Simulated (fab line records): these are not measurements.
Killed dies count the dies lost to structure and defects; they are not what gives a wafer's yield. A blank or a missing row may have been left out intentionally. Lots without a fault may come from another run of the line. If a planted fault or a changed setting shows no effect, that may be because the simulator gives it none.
What tool caused it? | flow n5Finfet | 24 lots with 72 wafers sampled at 3 steps, on a route of 1938 steps

WHAT EACH GAUGE READ, for each wafer
N5_BEOL_M15_CD_MEAS_10: the cd target is 360 nm.
lot  | measured     | on       | cdNm (nm)
L074 | day 11 14:30 | cdSem-01 | 360.4 359.1 361.1
L075 | day 11 19:11 | cdSem-02 | 357.4 359.4 357.4
L077 | day 12 09:29 | cdSem-02 | 358.1 356.4 360.0
L076 | day 12 10:10 | cdSem-01 | 361.9 360.7 359.6
L078 | day 12 11:29 | cdSem-02 | 360.3 360.7 360.8
L079 | day 12 17:55 | cdSem-01 | 359.5 359.9 361.1
L080 | day 12 22:55 | cdSem-03 | 360.1 358.8 358.7
L081 | day 12 23:26 | cdSem-02 | 359.2 360.6 360.9
L083 | day 13 04:17 | cdSem-03 | 361.8 361.1 361.8
L082 | day 13 10:28 | cdSem-02 | 360.7 360.9 359.9
L084 | day 13 22:49 | cdSem-01 | 361.7 359.5 360.5
L085 | day 14 04:38 | cdSem-02 | 361.2 359.4 362.2
L086 | day 14 08:44 | cdSem-03 | 361.0 360.2 361.7
L087 | day 14 13:21 | cdSem-03 | 359.6 359.0 359.1
L089 | day 14 23:28 | cdSem-03 | 360.3 359.4 359.8
L090 | day 15 02:35 | cdSem-01 | 360.5 360.0 360.2
L088 | day 15 07:19 | cdSem-02 | 359.9 360.1 360.5
L093 | day 15 15:19 | cdSem-02 | 360.5 360.0 359.4
L091 | day 16 00:44 | cdSem-02 | 362.2 361.6 361.2
L094 | day 16 08:37 | cdSem-01 | 360.2 362.0 360.9
L092 | day 16 08:52 | cdSem-01 | 359.2 360.0 359.9
L095 | day 16 09:58 | cdSem-01 | 360.3 359.2 359.9
L096 | day 16 23:59 | cdSem-03 | 359.7 358.1 359.3
L097 | day 17 14:54 | cdSem-02 | 360.5 360.0 359.2

N5_BEOL_M15_INSPECT_30: inspects for defects (macro).
lot  | measured     | on               | rawDefectCount
L074 | day 11 16:11 | defectInspect-01 | 1 2 4
L075 | day 11 20:44 | defectInspect-02 | 1 2 3
L077 | day 12 11:16 | defectInspect-02 | 3 3 3
L076 | day 12 13:35 | defectInspect-02 | 1 2 3
L078 | day 12 14:55 | defectInspect-01 | 2 5 3
L079 | day 12 20:29 | defectInspect-02 | 1 3 1
L080 | day 13 00:28 | defectInspect-01 | 2 2 1
L081 | day 13 00:57 | defectInspect-01 | 2 2 1
L083 | day 13 05:49 | defectInspect-02 | 1 1 2
L082 | day 13 12:06 | defectInspect-01 | 4 4 3
L084 | day 14 00:25 | defectInspect-02 | 1 3 2
L085 | day 14 06:26 | defectInspect-02 | 1 1 3
L086 | day 14 10:31 | defectInspect-01 | 1 1 1
L087 | day 14 14:59 | defectInspect-01 | 5 3 0
L089 | day 15 01:07 | defectInspect-01 | 1 3 4
L090 | day 15 04:15 | defectInspect-01 | 4 1 2
L088 | day 15 09:16 | defectInspect-01 | 3 1 3
L093 | day 15 16:50 | defectInspect-01 | 3 0 2
L091 | day 16 02:38 | defectInspect-02 | 5 2 1
L094 | day 16 10:07 | defectInspect-02 | 2 2 2
L092 | day 16 10:31 | defectInspect-02 | 3 2 2
L095 | day 16 11:30 | defectInspect-01 | 3 3 3
L096 | day 17 01:45 | defectInspect-01 | 1 1 1
L097 | day 17 16:41 | defectInspect-01 | 3 3 1

WHAT TOOL EACH LOT RAN ON (gives the tool, then ch and the chambers of the sampled wafers, and finally the start)
lot  | N5_BEOL_M15_ETCH_57
L074 | rieDiel-02 ch 0,1,2, day 11 15:14
L075 | rieDiel-04 ch 0,2, day 11 19:54
L077 | rieDiel-03 ch 0,1,2, day 12 10:19
L076 | rieDiel-03 ch 0,1,3, day 12 12:38
L078 | rieDiel-04 ch 0,1,3, day 12 14:05
L079 | rieDiel-03 ch 1,3, day 12 19:31
L080 | rieDiel-03 ch 0,2,3, day 12 23:36
L081 | rieDiel-04 ch 0,1,2, day 13 00:08
L083 | rieDiel-02 ch 0,1,2, day 13 04:59
L082 | rieDiel-02 ch 0,1,3, day 13 11:09
L084 | rieDiel-04 ch 0,2, day 13 23:35
L085 | rieDiel-02 ch 0,1,3, day 14 05:29
L086 | rieDiel-03 ch 0,1,3, day 14 09:41
L087 | rieDiel-02 ch 0,2, day 14 14:02
L089 | rieDiel-03 ch 0,1,2, day 15 00:09
L090 | rieDiel-03 ch 1,2,3, day 15 03:25
L088 | rieDiel-04 ch 2,3, day 15 08:19
L093 | rieDiel-02 ch 1,2,3, day 15 16:00
L091 | rieDiel-02 ch 1,2, day 16 01:41
L094 | rieDiel-02 ch 1,3, day 16 09:17
L092 | rieDiel-04 ch 1,2,3, day 16 09:34
L095 | rieDiel-03 ch 0,1,3, day 16 10:40
L096 | rieDiel-03 ch 0,1,3, day 17 00:55
L097 | rieDiel-02 ch 0,1,3, day 17 15:52
- N5_BEOL_M15_ETCH_57: etches SOC in N2/H2, time 750 s.

AS READ BY THE TOOLS THEMSELVES (means over the sampled wafers that have a number; for cases with no such wafer, the mark the record gives instead)
N5_BEOL_M15_ETCH_57.
lot  | tool       | biasW (W) | drypumpMotorCurrentA (A) | oesProductAu (a.u.) | rfVppV (V) | showerheadPlenumPTorr (Torr) | throttleValvePct (%)
L074 | rieDiel-02 | 350.2     | 5.5                      | 0.79                | 521.6      | 2.45                         | 17.53
L075 | rieDiel-04 | 350.1     | 5.6                      | 0.76                | 522.6      | 2.50                         | 17.92
L077 | rieDiel-03 | 350.0     | 5.7                      | 0.79                | 522.7      | 2.48                         | 17.74
L076 | rieDiel-03 | 349.7     | 5.7                      | 0.81                | 522.4      | 2.48                         | 17.69
L078 | rieDiel-04 | 350.0     | 5.9                      | 0.70                | 524.2      | 2.55                         | 17.96
L079 | rieDiel-03 | 349.5     | 5.7                      | 0.81                | 522.4      | 2.49                         | 17.69
L080 | rieDiel-03 | 350.4     | 6.2                      | 0.73                | 521.4      | 2.42                         | 17.87
L081 | rieDiel-04 | 349.3     | 5.8                      | 0.76                | 523.8      | 2.54                         | 17.83
L083 | rieDiel-02 | 350.0     | 5.5                      | 0.78                | 521.1      | 2.45                         | 17.55
L082 | rieDiel-02 | 349.9     | 5.9                      | 0.78                | 522.6      | 2.49                         | 17.61
L084 | rieDiel-04 | 350.5     | 5.6                      | 0.74                | 523.6      | 2.49                         | 17.96
L085 | rieDiel-02 | 349.7     | 5.9                      | 0.77                | 521.1      | 2.48                         | 17.62
L086 | rieDiel-03 | 349.3     | 5.7                      | 0.79                | 522.5      | 2.48                         | 17.72
L087 | rieDiel-02 | 349.4     | 5.4                      | 0.82                | 524.4      | 2.49                         | 17.52
L089 | rieDiel-03 | 349.7     | 5.7                      | 0.77                | 521.3      | 2.47                         | 17.77
L090 | rieDiel-03 | 349.8     | 5.7                      | 0.78                | 521.7      | 2.48                         | 17.76
L088 | rieDiel-04 | 351.6     | 5.8                      | 0.93                | 522.5      | 2.49                         | 17.63
L093 | rieDiel-02 | 350.8     | 5.7                      | 0.82                | 520.9      | 2.46                         | 17.35
L091 | rieDiel-02 | 349.6     | 5.4                      | 0.81                | 520.8      | 2.42                         | 17.31
L094 | rieDiel-02 | 349.8     | 6.1                      | 0.80                | 523.0      | 2.50                         | 17.41
L092 | rieDiel-04 | 349.8     | 5.9                      | 0.84                | 523.4      | 2.53                         | 17.70
L095 | rieDiel-03 | 350.2     | 5.7                      | 0.77                | 522.1      | 2.47                         | 17.74
L096 | rieDiel-03 | 349.5     | 5.7                      | 0.77                | 521.2      | 2.47                         | 17.76
L097 | rieDiel-02 | 350.3     | 5.9                      | 0.75                | 521.9      | 2.47                         | 17.66

THE ANSWER, worked out from the rows above alone
Rule: what is usual is taken from the lots themselves. Put in order of their means at a reading, lots are off if they are a third of the lots or fewer, leave a main group of 4 or more, and stand apart from it by a gap of 3 or more times the standard deviation of the main group's means; of several such gaps the widest counts. If all means in a main group match to the digits the tables above print for the reading, that group is not used. A lot without any number at a reading at which 4 lots or more have one is off too. All remaining lots with rows at the step are treated as sound. After the gauges, taken in route order, come the tools' own readings; for these a lot's mean is taken, as printed above. The first step at which some lot is off is used, and at that step the reading that is off furthest; a lot without a number counts as furthest.
None of the lots is off at any reading shown; this tells nothing.

WHAT THE SIMULATOR PUT IN
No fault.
